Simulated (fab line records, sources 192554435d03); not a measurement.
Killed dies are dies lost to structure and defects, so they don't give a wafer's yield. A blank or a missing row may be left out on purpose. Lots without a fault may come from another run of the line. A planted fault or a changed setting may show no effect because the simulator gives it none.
fab line records | flow n5_finfet
record lots=24 wafers=72 last_day=17
route steps=1938 shown BEOL_M0_SAQP@659 BEOL_M0@732 BEOL_M1@754
lots that met no fault: from a run of the same line without faults
start_h: hours from the record's first day to the start of the lot's first wafer shown | wait_h: hours since the lot's step before | " the same as in the row above | L1.1+2: a row that stands for several wafers | - no value, or no start given | * or withheld: withheld | < > ~ a bound
route shown NAME@n: a module of which the file shows steps, and the number in the route of the first | usual: mean/standard deviation of fault-free wafers | same: alike in all rows | chamber/n: place in a boat | sites: the reading at each site | _std_site: their standard deviation | _edge_site: outer sites' mean less inner sites' | radius_mm: how far each site lies from the wafer's centre | mask NAME#n: copy n | behind: the tool/chamber that last shaped the wafer | hold: why the lot was held/for how many hours/how that ended | device: the transistor (n, p or np) that didn't switch | end of line: the same wafers' tests at the end of the route | a step without rows: its recipe alone | killed: dies lost to structure and defects at the first sort, not the wafer's yield | map: a wafer's dies, x killed, . not, _ none there
set.NAME: the setting as run; set.NAME@STEP: as run at that earlier step | model.NAME: the simulator's own value behind a step, which no gauge read
steps of the route over a sample of lots; a table a step, a row a wafer
services: from which hour (start_h, from the record's first day; less than 0 if before it) a tool's chamber was out of use, for how many hours, and why
## steps
# step N5_BEOL_M0_SAQP_STRIP_86
# recipe chemistry=N2/H2 power_w=500 temp_c=40 pressure_mtorr=50 rf_frequency_hz=6e+07 overash_fraction=0.3 bias_power_w=28 h2_frac=0.5 n2_flow_sccm=300 h2_flow_sccm=300
# usual chamber_pressure_mTorr=50.00/0.075 drypump_motor_current_A=6.0/0.47 oes_product_au=0.81/0.1 rf_vpp_V=121.8/1.4 showerhead_plenum_p_Torr=3.36/0.091 throttle_valve_pct=18.8/0.56
# same overash_fraction=0.3
# columns lot.wafer tool chamber start_h wait_h chamber_pressure_mTorr drypump_motor_current_A oes_product_au rf_hours_counter_h rf_vpp_V showerhead_plenum_p_Torr throttle_valve_pct
L074.2 rie_diel-02 1 112.08 0.1 50.03 6.7 0.82 72 120.3 3.40 18.6
L074.4 " 2 " " 50.10 6.1 0.70 231 119.7 3.35 20.3
L074.5 " 0 " " 50.00 6.3 0.70 - 123.3 3.44 18.4
L075.1 rie_diel-02 2 115.38 0.1 50.00 6.1 0.71 233 123.7 3.35 20.2
L075.2 " 3 " " 50.07 5.2 0.89 30 119.8 3.29 18.2
L075.5 " 1 " " 49.99 6.6 0.85 - 119.6 3.40 18.7
L076.3 rie_diel-02 2 116.86 0.1 49.83 6.1 0.71 233 121.3 3.35 20.2
L076.5 " 1 " " 49.90 6.7 0.83 - 123.7 3.40 18.7
L076.6 " 0 " " 50.08 6.3 0.72 - 123.3 3.44 18.4
L077.2 rie_diel-06 1 126.55 0.1 49.95 5.5 0.69 249 120.1 3.32 19.2
L077.3 " 3 " " 50.04 5.4 0.95 18 122.8 3.56 18.1
L077.4 " 2 " " 50.09 5.4 0.76 143 122.0 3.38 19.3
L078.2 rie_diel-02 3 134.61 0.1 50.01 5.3 0.88 35 123.6 3.28 18.3
L078.3 " 0 " " 50.12 6.3 0.71 197 122.9 3.44 18.4
L078.4 " 1 " " 50.03 6.6 0.81 78 121.2 3.40 18.7
L079.2 rie_diel-03 0 139.50 0.1 50.12 6.2 0.69 244 121.6 3.32 19.3
L079.3 " 3 " " 50.00 5.7 0.69 200 122.0 3.47 19.1
L079.6 " 1 " " 50.01 5.7 0.75 - 119.9 3.18 18.5
L080.3 rie_diel-06 3 145.94 0.1 50.02 5.4 0.91 25 122.7 3.55 18.2
L080.4 " 2 " " 50.06 5.4 0.76 - 120.8 3.37 19.3
L080.6 " 3 " " 49.88 5.4 0.92 - 122.8 3.55 18.2
L081.3 rie_diel-03 3 152.53 0.1 50.03 5.7 0.69 205 121.9 3.46 19.1
L081.4 " 1 " " 50.12 5.7 0.77 - 121.5 3.18 18.5
L081.6 " 0 " " 49.83 6.2 0.68 - 121.7 3.32 19.3
L082.1 rie_diel-03 0 153.78 0.1 50.00 6.2 0.69 250 121.1 3.32 19.3
L082.2 " 1 " " 49.84 5.7 0.76 165 120.1 3.18 18.5
L082.3 " 3 " " 50.08 5.7 0.69 205 123.2 3.46 19.1
L083.2 rie_diel-02 0 158.67 0.1 49.99 6.3 0.71 203 121.4 3.43 18.4
L083.5 " 3 " " 49.97 5.2 0.86 - 122.1 3.28 18.3
L083.6 " 2 " " 49.98 6.2 0.69 - 121.4 3.35 20.3
L084.2 rie_diel-06 3 166.89 0.1 49.98 5.4 0.91 32 123.8 3.55 18.2
L084.3 " 0 " " 49.95 6.0 0.84 76 122.9 3.42 18.9
L084.4 " 2 " " 49.95 5.4 0.74 158 120.4 3.37 19.3
L085.1 rie_diel-06 3 174.90 0.1 50.06 5.4 0.91 34 123.7 3.55 18.2
L085.4 " 2 " " 50.05 5.4 0.74 160 122.7 3.37 19.3
L085.5 " 3 " " 50.04 5.4 0.91 - 122.2 3.55 18.2
L086.1 rie_diel-03 0 187.02 0.1 49.90 6.2 0.99 4 123.1 3.31 18.9
L086.2 " 3 " " 50.00 5.7 0.68 218 122.9 3.46 19.2
L086.6 " 2 " " 50.12 6.6 0.94 - 121.0 3.40 18.1
L088.2 rie_diel-06 0 194.47 0.1 49.94 6.1 0.83 84 123.9 3.41 18.9
L088.5 " 1 " " 50.04 5.5 0.95 - 120.9 3.31 18.8
L088.6 " 2 " " 49.91 5.4 0.76 - 121.8 3.37 19.3
L087.1 rie_diel-03 2 197.73 0.1 50.10 6.6 0.95 17 123.2 3.40 18.1
L087.2 " 3 " " 50.02 5.7 0.69 223 121.1 3.46 19.2
L087.4 " 0 " " 49.97 6.2 0.97 8 122.3 3.31 18.9
L089.1 rie_diel-02 2 205.77 0.1 49.98 6.1 0.99 3 120.3 3.34 19.8
L089.4 " 1 " " 50.05 6.6 0.80 100 120.7 3.38 18.7
L089.6 " 3 " " 50.11 5.2 0.84 - 121.2 3.27 18.3
L090.1 rie_diel-02 0 211.60 0.1 50.06 6.3 0.68 221 122.3 3.42 18.4
L090.3 " 2 " " 49.91 6.1 0.98 5 123.7 3.34 19.8
L090.5 " 2 " " 49.92 6.1 0.98 - 119.8 3.34 19.8
L091.2 rie_diel-03 0 214.95 0.1 49.93 6.2 0.95 13 120.5 3.31 18.9
L091.4 " 2 " " 50.12 6.6 0.93 23 124.2 3.40 18.1
L091.6 " 3 " " 50.06 5.7 0.68 - 123.5 3.45 19.1
L092.2 rie_diel-02 2 222.84 0.2 50.00 6.1 0.97 8 120.0 3.34 19.8
L092.4 " 0 " " 50.02 6.3 0.70 225 122.8 3.42 18.5
L092.6 " 1 " " 50.00 6.6 0.79 - 121.6 3.38 18.7
L093.2 rie_diel-03 3 227.05 0.3 50.06 5.7 0.69 231 122.3 3.45 19.2
L093.3 " 2 " " 50.05 6.6 0.92 26 119.1 3.39 18.1
L093.5 " 3 " " 49.94 5.7 0.68 - 122.6 3.45 19.1
L094.1 rie_diel-02 2 228.85 0.1 49.96 6.2 0.97 10 123.0 3.34 19.8
L094.5 " 3 " " 50.04 5.3 0.83 - 123.1 3.27 18.3
L094.6 " 2 " " 50.01 6.1 0.95 - 122.7 3.34 19.8
L095.1 rie_diel-02 0 233.42 0.1 49.94 6.3 0.68 229 122.1 3.42 18.5
L095.2 " 1 " " 50.04 6.6 0.78 109 122.0 3.38 18.7
L095.5 " 0 " " 50.08 6.3 0.69 - 123.6 3.42 18.5
L096.2 rie_diel-02 0 244.84 0.1 49.98 6.3 0.69 232 120.6 3.42 18.5
L096.4 " 1 " " 50.01 6.7 0.79 112 120.9 3.38 18.7
L096.6 " 3 " " 50.01 5.2 0.83 - 119.7 3.27 18.3
L097.3 rie_diel-03 2 249.38 0.1 49.85 6.6 0.91 32 121.6 3.39 18.1
L097.5 " 1 " " 49.94 5.7 0.73 - 120.4 3.16 18.6
L097.6 " 0 " " 50.07 6.2 0.93 - 119.9 3.30 18.9
# step N5_BEOL_M0_SURFACE_TREAT_137
# recipe gas=Ar time_s=* ion_energy_ev=* ion_current_ma_cm2=0.5 pressure_mtorr=* ar_flow_sccm=30
# usual throttle_valve_pct=*
# columns lot.wafer tool chamber start_h wait_h throttle_valve_pct
L076.3 pvd_sputter-03 - 127.61 0.4 *
L076.5 " - " " *
L076.6 " - " " *
L074.2 pvd_sputter-03 - 127.73 0.3 *
L074.4 " - " " *
L074.5 " - " " *
L075.1 pvd_sputter-01 - 130.24 0.2 *
L075.2 " - " " *
L075.5 " - " " *
L077.2 pvd_sputter-03 - 139.30 0.1 *
L077.3 " - " " *
L077.4 " - " " *
L078.2 pvd_sputter-01 - 144.74 0.2 *
L078.3 " - " " *
L078.4 " - " " *
L079.2 pvd_sputter-03 - 147.59 0.2 *
L079.3 " - " " *
L079.6 " - " " *
L080.3 pvd_sputter-02 - 154.51 0.2 *
L080.4 " - " " *
L080.6 " - " " *
L081.3 pvd_sputter-01 - 161.89 1.5 *
L081.4 " - " " *
L081.6 " - " " *
L082.1 pvd_sputter-01 - 163.32 0.1 *
L082.2 " - " " *
L082.3 " - " " *
L083.2 pvd_sputter-01 - 166.60 0.2 *
L083.5 " - " " *
L083.6 " - " " *
L084.2 pvd_sputter-03 - 175.19 0.7 *
L084.3 " - " " *
L084.4 " - " " *
L085.1 pvd_sputter-02 - 186.90 0.2 *
L085.4 " - " " *
L085.5 " - " " *
L086.1 pvd_sputter-01 - 195.88 0.3 *
L086.2 " - " " *
L086.6 " - " " *
L088.2 pvd_sputter-01 - 203.24 0.2 *
L088.5 " - " " *
L088.6 " - " " *
L087.1 pvd_sputter-02 - 205.76 0.4 *
L087.2 " - " " *
L087.4 " - " " *
L089.1 pvd_sputter-02 - 214.07 0.1 *
L089.4 " - " " *
L089.6 " - " " *
L090.1 pvd_sputter-01 - 218.85 0.4 *
L090.3 " - " " *
L090.5 " - " " *
L091.2 pvd_sputter-01 - 221.65 0.2 *
L091.4 " - " " *
L091.6 " - " " *
L092.2 pvd_sputter-01 - 233.68 0.4 *
L092.4 " - " " *
L092.6 " - " " *
L094.1 pvd_sputter-03 - 235.94 0.1 *
L094.5 " - " " *
L094.6 " - " " *
L093.2 pvd_sputter-01 - 236.18 0.4 *
L093.3 " - " " *
L093.5 " - " " *
L095.1 pvd_sputter-03 - 241.35 0.2 *
L095.2 " - " " *
L095.5 " - " " *
L096.2 pvd_sputter-01 - 254.69 0.1 *
L096.4 " - " " *
L096.6 " - " " *
L097.3 pvd_sputter-03 - 257.12 0.2 *
L097.5 " - " " *
L097.6 " - " " *
# step N5_BEOL_M0_SPUTTER_141
# recipe material=Cu target_thk_a=40 temp_c=-20 chamber_pressure_pa=0.07 power_w=withheld time_s=7.37
# usual susceptor_temp_C=-20.00/0.11 throttle_valve_pct=29.8/1.1
# columns lot.wafer tool chamber start_h wait_h susceptor_temp_C throttle_valve_pct
L076.3 pvd_sputter-03 - 128.23 0.0 -19.78 29.3
L076.5 " - " " -20.12 30.3
L076.6 " - " " -19.92 29.8
L074.2 pvd_sputter-03 - 128.77 0.0 -19.99 28.6
L074.4 " - " " -19.87 29.8
L074.5 " - " " -19.95 30.3
L075.1 pvd_sputter-02 - 131.11 0.0 -20.02 30.9
L075.2 " - " " -20.13 29.5
L075.5 " - " " -20.14 29.3
L077.2 pvd_sputter-01 - 141.45 0.0 -19.85 29.3
L077.3 " - " " -20.04 30.0
L077.4 " - " " -20.13 31.7
L078.2 pvd_sputter-02 - 145.28 0.0 -19.94 27.9
L078.3 " - " " -20.21 31.1
L078.4 " - " " -19.93 29.5
L079.2 pvd_sputter-03 - 148.17 0.0 -19.86 30.0
L079.3 " - " " -19.94 28.7
L079.6 " - " " -19.95 30.1
L080.3 pvd_sputter-02 - 155.04 0.0 -20.05 29.4
L080.4 " - " " -20.08 30.8
L080.6 " - " " -19.88 29.7
L081.3 pvd_sputter-01 - 162.47 0.0 -20.15 30.9
L081.4 " - " " -20.09 29.3
L081.6 " - " " -19.79 29.2
L082.1 pvd_sputter-01 - 164.02 0.0 -20.17 29.2
L082.2 " - " " -20.20 29.9
L082.3 " - " " -20.00 31.6
L083.2 pvd_sputter-01 - 167.32 0.0 -20.06 31.2
L083.5 " - " " -20.00 29.9
L083.6 " - " " -20.12 29.2
L084.2 pvd_sputter-02 - 176.62 0.0 -20.01 27.8
L084.3 " - " " -19.97 30.8
L084.4 " - " " -19.94 29.6
L085.1 pvd_sputter-02 - 187.62 0.0 -19.95 27.6
L085.4 " - " " -19.93 29.8
L085.5 " - " " -19.84 27.6
L086.1 pvd_sputter-01 - 196.50 0.0 -19.93 32.0
L086.2 " - " " -20.20 30.0
L086.6 " - " " -19.92 29.1
L088.2 pvd_sputter-01 - 203.85 0.0 -19.82 29.5
L088.5 " - " " -19.84 29.0
L088.6 " - " " -20.10 31.5
L087.1 pvd_sputter-02 - 208.32 0.0 -19.95 29.6
L087.2 " - " " -20.02 29.4
L087.4 " - " " -19.99 27.9
L089.1 pvd_sputter-02 - 214.90 0.0 -19.87 31.2
L089.4 " - " " -19.95 29.7
L089.6 " - " " -19.87 27.9
L090.1 pvd_sputter-02 - 221.04 0.0 -19.95 27.8
L090.3 " - " " -19.86 29.8
L090.5 " - " " -20.20 29.6
L091.2 pvd_sputter-02 - 222.22 0.0 -20.12 27.7
L091.4 " - " " -20.09 29.6
L091.6 " - " " -19.95 29.7
L092.2 pvd_sputter-02 - 234.84 0.0 -19.98 29.8
L092.4 " - " " -20.06 28.1
L092.6 " - " " -19.95 29.4
L094.1 pvd_sputter-03 - 236.83 0.0 -19.94 30.1
L094.5 " - " " -20.08 28.8
L094.6 " - " " -20.08 29.5
L093.2 pvd_sputter-02 - 236.95 0.0 -19.90 31.2
L093.3 " - " " -19.84 29.4
L093.5 " - " " -20.00 31.0
L095.1 pvd_sputter-03 - 241.92 0.0 -19.98 28.8
L095.2 " - " " -19.84 30.1
L095.5 " - " " -19.86 28.8
L096.2 pvd_sputter-01 - 255.29 0.0 -19.96 29.4
L096.4 " - " " -20.03 31.8
L096.6 " - " " -20.05 29.8
L097.3 pvd_sputter-01 - 259.32 0.0 -20.15 31.0
L097.5 " - " " -19.89 29.9
L097.6 " - " " -20.06 30.7
# step N5_BEOL_M0_ANNEAL_119
# recipe temp_c=225 time_s=90 ambient=N2
# usual wafer_temp_C_max=226.24/0.27
# columns lot.wafer tool chamber start_h wait_h wafer_temp_C_max
L076.3 rtp_anneal-01 0 128.53 0.2 226.11
L076.5 " 0 " " 226.12
L076.6 " 0 " " 226.23
L074.2 rtp_anneal-01 0 129.01 0.1 226.09
L074.4 " 0 " " 226.28
L074.5 " 0 " " 225.91
L075.1 rtp_anneal-01 0 131.42 0.2 226.55
L075.2 " 0 " " 226.28
L075.5 " 0 " " 227.03
L077.2 rtp_anneal-02 0 142.01 0.4 226.11
L077.3 " 0 " " 226.52
L077.4 " 0 " " 226.58
L078.2 rtp_anneal-02 0 145.52 0.1 226.75
L078.3 " 0 " " 226.38
L078.4 " 0 " " 226.29
L079.2 rtp_anneal-01 0 148.62 0.3 226.39
L079.3 " 0 " " 225.84
L079.6 " 0 " " 225.81
L080.3 rtp_anneal-01 0 155.38 0.2 225.80
L080.4 " 0 " " 226.18
L080.6 " 0 " " 226.13
L081.3 rtp_anneal-02 0 162.76 0.1 226.53
L081.4 " 0 " " 225.73
L081.6 " 0 " " 226.79
L082.1 rtp_anneal-02 0 164.22 0.1 225.93
L082.2 " 0 " " 226.03
L082.3 " 0 " " 225.94
L083.2 rtp_anneal-01 0 167.56 0.1 226.17
L083.5 " 0 " " 225.97
L083.6 " 0 " " 226.26
L084.2 rtp_anneal-01 0 176.86 0.1 226.28
L084.3 " 0 " " 226.45
L084.4 " 0 " " 226.24
L085.1 rtp_anneal-02 0 187.81 0.1 226.23
L085.4 " 0 " " 226.29
L085.5 " 0 " " 226.15
L086.1 rtp_anneal-02 0 199.34 2.7 226.03
L086.2 " 0 " " 225.62
L086.6 " 0 " " 226.01
L088.2 rtp_anneal-02 0 207.11 3.1 226.42
L088.5 " 0 " " 226.43
L088.6 " 0 " " 226.49
L087.1 rtp_anneal-02 0 210.86 2.4 226.36
L087.2 " 0 " " 226.48
L087.4 " 0 " " 226.52
L089.1 rtp_anneal-01 0 215.28 0.2 226.19
L089.4 " 0 " " 226.21
L089.6 " 0 " " 226.00
L090.1 rtp_anneal-02 0 221.31 0.1 225.80
L090.3 " 0 " " 226.08
L090.5 " 0 " " 226.84
L091.2 rtp_anneal-01 0 222.62 0.3 226.18
L091.4 " 0 " " 226.25
L091.6 " 0 " " 226.64
L092.2 rtp_anneal-01 0 235.08 0.1 226.07
L092.4 " 0 " " 226.22
L092.6 " 0 " " 225.90
L094.1 rtp_anneal-01 0 237.03 0.1 226.29
L094.5 " 0 " " 226.04
L094.6 " 0 " " 226.77
L093.2 rtp_anneal-01 0 237.34 0.3 226.16
L093.3 " 0 " " 226.40
L093.5 " 0 " " 226.20
L095.1 rtp_anneal-01 0 242.80 0.7 226.28
L095.2 " 0 " " 226.02
L095.5 " 0 " " 226.61
L096.2 rtp_anneal-02 0 255.86 0.4 226.17
L096.4 " 0 " " 226.25
L096.6 " 0 " " 226.30
L097.3 rtp_anneal-02 0 259.61 0.1 226.08
L097.5 " 0 " " 226.46
L097.6 " 0 " " 226.52
# step N5_BEOL_M1_HM_DEP_02
# recipe material=TiN target_thk_a=200 temp_c=25 chamber_pressure_pa=0.49996
# usual susceptor_temp_C=25.01/0.12 throttle_valve_pct=29.9/0.97
# columns lot.wafer tool chamber start_h wait_h susceptor_temp_C throttle_valve_pct
L076.3 pvd_sputter-01 - 129.94 0.4 24.90 29.9
L076.5 " - " " 24.89 29.9
L076.6 " - " " 24.97 29.4
L074.2 pvd_sputter-02 - 130.33 0.3 24.91 29.8
L074.4 " - " " 24.99 31.2
L074.5 " - " " 24.90 29.5
L075.1 pvd_sputter-03 - 133.33 0.8 25.14 29.6
L075.2 " - " " 24.85 30.0
L075.5 " - " " 25.08 29.5
L077.2 pvd_sputter-01 - 144.54 1.5 25.11 29.1
L077.3 " - " " 25.03 31.4
L077.4 " - " " 25.19 30.9
L078.2 pvd_sputter-03 - 146.97 0.4 24.98 28.8
L078.3 " - " " 24.99 30.0
L078.4 " - " " 25.02 29.5
L079.2 pvd_sputter-03 - 151.21 1.6 25.26 28.8
L079.3 " - " " 25.07 29.9
L079.6 " - " " 24.93 30.1
L080.3 pvd_sputter-03 - 158.15 1.7 25.09 29.8
L080.4 " - " " 24.95 30.2
L080.6 " - " " 25.00 30.3
L081.3 pvd_sputter-03 - 164.72 0.8 25.33 30.2
L081.4 " - " " 25.18 30.1
L081.6 " - " " 24.82 30.1
L082.1 pvd_sputter-01 - 165.94 0.7 24.93 31.1
L082.2 " - " " 25.02 29.4
L082.3 " - " " 24.94 29.9
L083.2 pvd_sputter-03 - 169.61 1.0 25.13 30.3
L083.5 " - " " 25.08 30.1
L083.6 " - " " 24.96 28.7
L084.2 pvd_sputter-02 - 178.74 0.3 24.89 27.9
L084.3 " - " " 25.06 29.7
L084.4 " - " " 24.87 29.6
L085.1 pvd_sputter-01 - 190.44 1.3 24.89 31.7
L085.4 " - " " 24.90 30.7
L085.5 " - " " 25.02 30.0
L086.1 pvd_sputter-03 - 202.44 1.8 25.21 30.0
L086.2 " - " " 24.99 29.5
L086.6 " - " " 24.99 30.1
L088.2 pvd_sputter-01 - 209.93 0.9 25.06 30.9
L088.5 " - " " 25.15 29.9
L088.6 " - " " 24.98 29.1
L087.1 pvd_sputter-01 - 213.15 0.9 24.85 29.7
L087.2 " - " " 25.11 29.3
L087.4 " - " " 25.12 31.7
L089.1 pvd_sputter-02 - 217.46 0.8 24.91 27.7
L089.4 " - " " 24.95 29.7
L089.6 " - " " 24.95 29.4
L090.1 pvd_sputter-03 - 222.79 0.3 25.19 28.9
L090.3 " - " " 25.04 29.9
L090.5 " - " " 25.13 28.8
L091.2 pvd_sputter-01 - 225.38 1.7 25.14 31.1
L091.4 " - " " 24.85 29.4
L091.6 " - " " 25.22 31.4
L092.2 pvd_sputter-03 - 236.19 0.0 25.01 28.5
L092.4 " - " " 25.01 29.6
L092.6 " - " " 25.04 29.5
L094.1 pvd_sputter-02 - 239.73 1.6 25.03 30.9
L094.5 " - " " 25.04 31.2
L094.6 " - " " 24.96 29.7
L093.2 pvd_sputter-02 - 239.83 1.5 25.15 30.8
L093.3 " - " " 24.99 27.6
L093.5 " - " " 25.13 29.4
L095.1 pvd_sputter-01 - 244.38 0.2 25.10 31.4
L095.2 " - " " 24.84 29.3
L095.5 " - " " 25.02 29.3
L096.2 pvd_sputter-01 - 256.92 0.0 24.99 30.8
L096.4 " - " " 24.79 29.2
L096.6 " - " " 25.16 30.8
L097.3 pvd_sputter-02 - 260.65 0.0 24.85 31.1
L097.5 " - " " 25.05 27.9
L097.6 " - " " 24.80 29.9
# step N5_BEOL_M1_ETCH_63
# recipe chemistry=CF4 target=SiARC target_depth_a=156 mask_material=CAR-EUV time_s=26 ion_energy_ev=80 pressure_mtorr=40 source_w=545 bias_w=36 Ar_flow_sccm=100 cf4_flow_sccm=100 ends=cleared
# usual chamber_pressure_mTorr=40.00/0.036 drypump_motor_current_A=5.9/0.46 etch_rf_on_time_s=26.4/0.92 oes_product_au=0.68/0.086 rf_fwd_power_W=531.4/1.7 rf_vpp_V=184.2/1.1 showerhead_plenum_p_Torr=2.15/0.059 throttle_valve_pct=15.6/0.3
# columns lot.wafer tool chamber start_h wait_h chamber_pressure_mTorr drypump_motor_current_A etch_rf_on_time_s oes_product_au rf_fwd_power_W rf_hours_counter_h rf_vpp_V showerhead_plenum_p_Torr throttle_valve_pct
L076.3 rie_diel-03 3 131.00 0.0 39.99 5.7 27.8 0.58 530.0 198 184.1 2.21 15.8
L076.5 " 2 " " 40.03 6.6 27.5 0.57 532.6 - 185.1 2.19 15.9
L076.6 " 3 " " 39.96 5.7 27.7 0.59 529.8 - 185.0 2.21 15.8
L074.2 rie_diel-02 1 131.23 0.0 39.98 6.6 26.7 0.70 531.8 77 183.4 2.17 15.4
L074.4 " 3 " " 40.02 5.2 25.5 0.75 531.1 35 183.1 2.10 15.4
L074.5 " 0 " " 40.04 6.2 26.8 0.59 532.6 - 184.5 2.23 15.5
L075.1 rie_diel-02 2 133.89 0.0 39.93 6.1 26.9 0.59 532.4 238 183.7 2.12 16.0
L075.2 " 3 " " 39.94 5.2 25.5 0.75 532.1 35 182.3 2.10 15.4
L075.5 " 0 " " 39.99 6.3 26.4 0.59 531.4 - 186.8 2.23 15.5
L077.2 rie_diel-06 3 145.25 0.0 39.97 5.4 26.4 0.76 534.2 25 184.9 2.26 15.3
L077.3 " 2 " " 39.96 5.3 28.0 0.63 530.6 150 184.6 2.15 16.0
L077.4 " 0 " " 39.98 6.1 25.2 0.73 531.8 - 185.1 2.18 15.8
L078.2 rie_diel-02 2 147.54 0.0 40.01 6.1 27.0 0.59 533.4 242 185.0 2.12 16.0
L078.3 " 3 " " 40.04 5.2 25.8 0.74 533.0 39 182.9 2.10 15.4
L078.4 " 1 " " 40.06 6.6 27.0 0.69 531.2 81 185.7 2.17 15.4
L079.2 rie_diel-03 0 151.90 0.0 40.00 6.2 26.1 0.58 529.8 249 183.2 2.08 15.5
L079.3 " 3 " " 40.00 5.7 27.6 0.58 534.2 204 183.3 2.21 15.8
L079.6 " 3 " " 39.89 5.7 27.1 0.59 534.2 - 184.5 2.21 15.9
L080.3 rie_diel-03 2 158.84 0.0 40.04 6.6 26.4 0.83 531.2 2 185.6 2.19 15.3
L080.4 " 2 " " 39.97 6.6 26.6 0.83 527.2 - 185.0 2.19 15.3
L080.6 " 3 " " 40.01 5.7 27.3 0.59 533.1 - 184.4 2.21 15.8
L081.3 rie_diel-06 2 165.29 0.0 40.00 5.3 28.1 0.63 531.9 157 183.5 2.15 16.0
L081.4 " 3 " " 40.00 5.4 26.8 0.75 530.3 31 184.9 2.26 15.3
L081.6 " 1 " " 40.01 5.5 25.1 0.84 528.1 - 184.0 2.11 15.4
L082.1 rie_diel-02 2 166.63 0.0 39.97 6.1 27.4 0.58 531.7 248 184.2 2.11 16.0
L082.2 " 1 " " 39.95 6.6 27.0 0.68 531.8 87 184.7 2.16 15.4
L082.3 " 0 " " 40.02 6.2 26.5 0.59 534.1 207 185.8 2.23 15.6
L083.2 rie_diel-03 3 170.60 0.0 39.97 5.8 27.7 0.57 532.4 213 184.6 2.21 15.9
L083.5 " 1 " " 39.98 5.6 25.5 0.65 529.1 - 182.8 2.07 16.0
L083.6 " 3 " " 40.01 5.7 27.4 0.57 533.4 - 186.6 2.21 15.9
L084.2 rie_diel-06 3 179.42 0.0 40.00 5.4 26.8 0.74 529.7 36 187.1 2.26 15.3
L084.3 " 0 " " 39.90 6.0 25.1 0.71 529.9 80 184.8 2.17 15.8
L084.4 " 1 " " 39.99 5.5 25.4 0.81 530.7 10 184.2 2.11 15.3
L085.1 rie_diel-02 0 191.01 0.0 39.92 6.3 26.7 0.58 531.3 216 185.7 2.22 15.6
L085.4 " 3 " " 40.00 5.2 25.7 0.73 529.4 - 183.5 2.09 15.4
L085.5 " 0 " " 40.07 6.3 26.7 0.58 533.0 - 184.2 2.22 15.6
L086.1 rie_diel-02 3 203.28 0.0 40.03 5.3 26.1 0.71 532.2 59 181.8 2.09 15.4
L086.2 " 2 " " 40.01 6.1 25.9 0.83 529.4 2 184.0 2.11 15.5
L086.6 " 1 " " 40.01 6.6 27.3 0.66 531.7 - 183.1 2.16 15.4
L088.2 rie_diel-03 2 210.61 0.0 40.05 6.5 26.7 0.78 533.3 21 186.3 2.18 15.4
L088.5 " 0 " " 40.03 6.2 25.9 0.81 530.7 - 185.0 2.08 15.0
L088.6 " 3 " " 40.02 5.7 27.9 0.57 534.2 - 184.0 2.20 15.9
L087.1 rie_diel-03 2 213.83 0.0 39.94 6.6 26.5 0.77 534.3 22 186.8 2.18 15.4
L087.2 " 3 " " 40.02 5.7 27.6 0.57 528.5 227 186.3 2.20 15.9
L087.4 " 1 " " 40.01 5.6 25.7 0.63 531.2 186 183.5 2.06 16.0
L089.1 rie_diel-03 0 218.16 0.0 40.01 6.2 26.4 0.80 531.4 14 183.5 2.08 15.0
L089.4 " 2 " " 39.98 6.6 26.9 0.77 530.6 23 185.0 2.18 15.4
L089.6 " 3 " " 39.99 5.7 27.7 0.57 530.8 - 184.8 2.20 15.9
L090.1 rie_diel-06 1 223.36 0.0 39.93 5.5 24.7 0.80 533.9 23 182.6 2.10 15.4
L090.3 " 2 " " 40.00 5.4 27.9 0.62 531.0 175 182.9 2.15 16.0
L090.5 " 1 " " 39.92 5.5 24.6 0.80 533.4 - 184.3 2.10 15.4
L091.2 rie_diel-03 0 225.94 0.0 40.00 6.2 26.2 0.80 529.2 16 183.6 2.08 15.0
L091.4 " 2 " " 39.97 6.6 26.6 0.78 533.4 25 183.3 2.18 15.4
L091.6 " 0 " " 39.95 6.2 26.0 0.80 532.6 - 182.8 2.08 15.0
L092.2 rie_diel-02 0 236.77 0.0 40.00 6.3 26.2 0.58 531.7 230 184.8 2.22 15.6
L092.4 " 2 " " 39.96 6.1 25.9 0.81 531.6 13 182.0 2.11 15.5
L092.6 " 2 " " 40.04 6.1 25.5 0.80 530.9 - 183.6 2.11 15.5
L094.1 rie_diel-06 2 240.72 0.0 40.00 5.3 28.0 0.62 531.7 179 183.6 2.14 16.0
L094.5 " 1 " " 40.07 5.5 24.6 0.79 530.4 - 183.3 2.10 15.4
L094.6 " 0 " " 40.03 6.0 24.9 0.70 529.5 - 184.5 2.17 15.8
L093.2 rie_diel-03 1 240.84 0.0 39.94 5.7 25.7 0.63 531.9 194 184.2 2.06 16.0
L093.3 " 0 " " 40.01 6.2 26.4 0.79 530.8 20 183.8 2.08 15.0
L093.5 " 1 " " 40.01 5.7 25.7 0.63 531.7 - 184.7 2.06 16.0
L095.1 rie_diel-03 2 245.07 0.0 40.02 6.6 26.7 0.75 531.7 31 184.6 2.18 15.4
L095.2 " 0 " " 40.06 6.2 26.2 0.79 530.8 22 183.6 2.08 15.0
L095.5 " 2 " " 39.98 6.6 26.9 0.76 531.3 - 186.3 2.18 15.4
L096.2 rie_diel-06 0 257.61 0.0 40.03 6.0 25.4 0.69 532.3 101 184.6 2.17 15.8
L096.4 " 3 " " 39.99 5.4 27.1 0.71 530.7 58 186.9 2.25 15.3
L096.6 " 0 " " 40.06 6.0 25.3 0.70 533.0 - 185.2 2.17 15.8
L097.3 rie_diel-02 0 261.21 0.0 40.01 6.3 26.5 0.57 529.4 236 183.8 2.22 15.6
L097.5 " 0 " " 39.97 6.3 26.4 0.58 529.1 - 184.6 2.22 15.6
L097.6 " 1 " " 39.99 6.6 27.2 0.65 530.9 - 183.7 2.15 15.5
## services
# columns tool chamber start_h hours kind
rie_diel-03 3 88.50 7.6 repair
pvd_sputter-01 - 113.29 2.6 repair
pvd_sputter-01 - 116.88 4.3 repair
rie_diel-06 1 129.08 - clean
rie_diel-06 1 129.08 - consumable_replace:focus_ring
rie_diel-06 1 129.08 22.8 scheduled_down
rie_diel-06 1 129.08 22.8 vent_cycle
rie_diel-03 2 135.89 - clean
rie_diel-03 2 135.89 - consumable_replace:focus_ring
rie_diel-03 2 135.89 17.7 scheduled_down
rie_diel-03 2 135.89 17.7 vent_cycle
rie_diel-02 - 142.37 0.3 repair
rie_diel-03 0 154.19 - clean
rie_diel-03 0 154.19 - consumable_replace:focus_ring
rie_diel-03 0 154.19 17.6 scheduled_down
rie_diel-03 0 154.19 17.6 vent_cycle
rie_diel-02 2 172.46 - clean
rie_diel-02 2 172.46 - consumable_replace:focus_ring
rie_diel-02 2 172.46 20.7 scheduled_down
rie_diel-02 2 172.46 20.7 vent_cycle
## key
fault none
